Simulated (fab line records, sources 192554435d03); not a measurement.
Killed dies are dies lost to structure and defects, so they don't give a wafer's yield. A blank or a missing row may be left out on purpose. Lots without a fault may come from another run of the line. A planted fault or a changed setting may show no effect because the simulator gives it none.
Chamber matching | flow n5_finfet | N5_FIN_SAQP_ETCH_34 on rie_diel-01: 4 sister chambers
The step etches SiO2 in C4F6/O2, target depth 45 nm, time 15 s. 4 wafers are shown with their chamber, then 7 later ones without.

WAFERS WITH THEIR CHAMBER
wafer  | chamber | showerhead_plenum_p_Torr (Torr)
L075.4 | 1       | 2.96
L083.3 | 3       | 2.92
L084.3 | 0       | 2.71
L084.5 | 2       | 2.99

WAFERS WITHOUT THEIR CHAMBER
wafer  | showerhead_plenum_p_Torr (Torr)
L084.6 | 2.92
L089.2 | 2.98
L089.3 | 2.98
L089.5 | 2.98
L092.3 | 3.05
L092.4 | 2.98
L092.5 | 3.05

WHICH CHAMBER EACH WENT THROUGH
wafer  | from the rows above          | in truth
L084.6 | can't be placed: 3 or 1      | 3
L089.2 | can't be placed: 2 or 1 or 3 | 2
L089.3 | can't be placed: 2 or 1 or 3 | 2
L089.5 | can't be placed: 2 or 1 or 3 | 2
L092.3 | can't be placed: 2 or 1      | 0
L092.4 | can't be placed: 2 or 1 or 3 | 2
L092.5 | can't be placed: 2 or 1      | 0
Placed correctly: 0 of 7. Can't be placed from these rows: 7 (the true chamber is among the candidates in 5). Placed wrongly: 0.
How it was worked out, from the rows above alone: a wafer's distance from a chamber is the root of the sum, over the readings, of the square of ((its reading less the chamber's mean) divided by the reading's scatter). The wafer belongs to the nearest chamber; if the next one is less than 2 further off, it can't be placed. A chamber's mean is the mean of its shown wafers. The scatter: with one shown wafer a chamber, the root of the mean of the squares of how far each hidden wafer lies from its nearest shown one.
